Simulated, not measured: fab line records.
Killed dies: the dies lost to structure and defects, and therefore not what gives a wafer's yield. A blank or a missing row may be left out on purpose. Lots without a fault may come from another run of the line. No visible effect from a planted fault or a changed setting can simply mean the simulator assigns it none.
A lot that was struck, set against a sound lot :: flow nand harc :: 35 out of 1302 route steps
Sound: these wafers, L629.3, L629.4, L629.6. Wafers struck: L637.2, L637.4, L637.5. The cause is given at the end.
Order at every step that has rows: each side's tool, ch and its chambers, its first start. Under that, the readings that differ: sound wafers :: struck wafers :: difference of the means :: sigmas: that difference in standard deviations of wafers without a fault.
alike: same words and numbers on both sides, and readings whose means sit less than 2 such deviations apart. not compared: any withheld reading, any reading some wafer has no value for, any bound like >300 that may hide the same value, and any number with overlapping values for which the record gives no deviation.
A row with sigmas, a row that says differs or no value, or rows on one side alone: a step with any of these is where the two part. Non-overlapping numbers with no deviation appear without sigmas and do not part them. Lack of a reading on every wafer of one side parts them only where that side has two or more wafers.

first, 7 steps without rows for these wafers: NHARC_P_STI_DEVELOP_08 (time 50 s); NHARC_P_STI_HARDBAKE_13 (time 65 s); NHARC_P_STI_DESCUM_14 (chemistry O2, time 3 s); NHARC_P_STI_ETCH_42 (etches the open film in N2/H2, target depth 80 nm, overetch 24 nm, time 61 s); NHARC_P_STI_ETCH_31 (etches the open film in CF4/CHF3, target depth 108.9 nm, time 54.5 s); NHARC_P_STI_ETCH_15 (etches the open film in HBr/Cl2, target depth 300 nm, time 100.1 s); NHARC_P_STI_STRIP_19 (strips in SPM, time 900 s).
NHARC_P_STI_PRECLEAN_32: cleans in SC1.
  sound on wet bench-04 ch 0,2,5, day 6 03:16; struck on wet bench-09 ch 0,1,3, day 9 12:04
  alike: h2o2 flow mL min
then, 25 steps without rows for these wafers: NHARC_P_STI_SRD_23; NHARC_P_STI_OXIDE_33 (material SiO2, target thk 10 nm, ox time 281 s); NHARC_P_STI_HDPCVD_20 (deposits SiO2); NHARC_P_STI_ANNEAL_34 (time 1800 s); NHARC_P_STI_CMP_21 (polishes, t overpolish 20 s, target thk 380.67 nm); NHARC_P_STI_SRD_35; NHARC_P_STI_ETCH_36 (etches SiO2 in dHF, target depth 38.8 nm); NHARC_P_STI_STRIP_24 (strips Si3N4 in H3PO4); NHARC_P_STI_ETCH_37 (etches SiO2 in dHF, target depth 11 nm); NHARC_P_STI_PRECLEAN_38 (cleans in SC1); NHARC_P_STI_SRD_39; NHARC_P_STI_OXIDE_40 (material SiO2, target thk 10 nm, ox time 1362 s); NHARC_P_GATE_ETCH_69 (etches SiO2 in dHF, target depth 14 nm); NHARC_P_GATE_PRECLEAN_70 (cleans in SC1); NHARC_P_GATE_SRD_01; NHARC_P_GATE_OXIDE_02 (material SiO2, target thk 37.5 nm, ox time 365 s); NHARC_P_GATE_DEHYDRATE_03 (time 120 s); NHARC_P_GATE_HMDS_04 (time 30 s); NHARC_P_GATE_COAT_05; NHARC_P_GATE_SOFTBAKE_06 (time 95 s); NHARC_P_GATE_EBR_07; NHARC_P_GATE_EXPOSE_08 (exposes mask P HV); NHARC_P_GATE_PEB_09 (peb time 85 s); NHARC_P_GATE_DEVELOP_10 (time 70 s); NHARC_P_GATE_HARDBAKE_12 (time 80 s).
-- record jumps: 22 days between struck wafers' starts before vs after; left off in module P_GATE, resumes in module END, first step shown is number 1301 of the route --
NHARC_END_WLT_00:
  sound: prober-01 at day 27 23:11; struck: prober-01 at day 31 17:34
reading: VT_DECK1_BOTTOM
sound: 0.882 0.878 0.878
struck: 0.928 0.928 0.929
difference: +0.049
sigmas: +7

reading: VT_DECK1_BOTTOM_INNER
sound: 0.871 0.879 0.879
struck: 0.927 0.930 0.930
difference: +0.053
sigmas: +7

reading: VT_DECK1_MEDIAN_NEAR_BOTTOM
sound: 0.870 0.883 0.871
struck: 0.940 0.932 0.931
difference: +0.060
sigmas: +8

reading: VT_DECK1_MEDIAN_NEAR_BOTTOM_INNER
sound: 0.870 0.876 0.877
struck: 0.944 0.930 0.926
difference: +0.059
sigmas: +9

reading: VT_DECK1_MIDDLE
sound: 0.892 0.877 0.890
struck: 0.941 0.948 0.948
difference: +0.059
sigmas: +9

reading: VT_DECK1_MIDDLE_INNER
sound: 0.886 0.894 0.890
struck: 0.942 0.946 0.944
difference: +0.054
sigmas: +8

reading: VT_DECK1_TOP
sound: 0.899 0.894 0.896
struck: 0.959 0.957 0.954
difference: +0.060
sigmas: +8

reading: VT_DECK1_TOP_INNER
sound: 0.897 0.900 0.905
struck: 0.959 0.947 0.949
difference: +0.051
sigmas: +7

reading: VT_DECK2_BOTTOM
sound: 0.867 0.872 0.864
struck: 0.919 0.920 0.915
difference: +0.050
sigmas: +8

reading: VT_DECK2_BOTTOM_INNER
sound: 0.866 0.868 0.864
struck: 0.925 0.912 0.914
difference: +0.051
sigmas: +8

reading: VT_DECK2_MEDIAN_NEAR_BOTTOM
sound: 0.865 0.867 0.863
struck: 0.915 0.911 0.912
difference: +0.048
sigmas: +7

reading: VT_DECK2_MEDIAN_NEAR_BOTTOM_INNER
sound: 0.869 0.868 0.861
struck: 0.920 0.918 0.915
difference: +0.052
sigmas: +8

reading: VT_DECK2_MIDDLE
sound: 0.883 0.882 0.873
struck: 0.927 0.932 0.931
difference: +0.051
sigmas: +8

reading: VT_DECK2_MIDDLE_INNER
sound: 0.881 0.879 0.875
struck: 0.927 0.930 0.928
difference: +0.050
sigmas: +9

reading: VT_DECK2_TOP
sound: 0.889 0.900 0.879
struck: 0.945 0.943 0.940
difference: +0.053
sigmas: +8

reading: VT_DECK2_TOP_INNER
sound: 0.888 0.897 0.898
struck: 0.949 0.942 0.942
difference: +0.050
sigmas: +8
  not compared: hold
NHARC_END_SORT_01:
  sound on prober-01 ch 0, day 28 02:47; struck on prober-01 ch 0, day 31 23:12
reading: hold
sound: - - -
struck: await dispo/2.3h/release await dispo/2.3h/release await dispo/2.3h/release
difference: no value on the sound wafers
sigmas: 
  alike: killed at array, killed at other, killed at periphery, killed dies, killed open, killed short

## WHERE THEY PART
At NHARC_END_WLT_00 first; at NHARC_END_SORT_01 last (within this record only).

WHY: what the simulator had put in
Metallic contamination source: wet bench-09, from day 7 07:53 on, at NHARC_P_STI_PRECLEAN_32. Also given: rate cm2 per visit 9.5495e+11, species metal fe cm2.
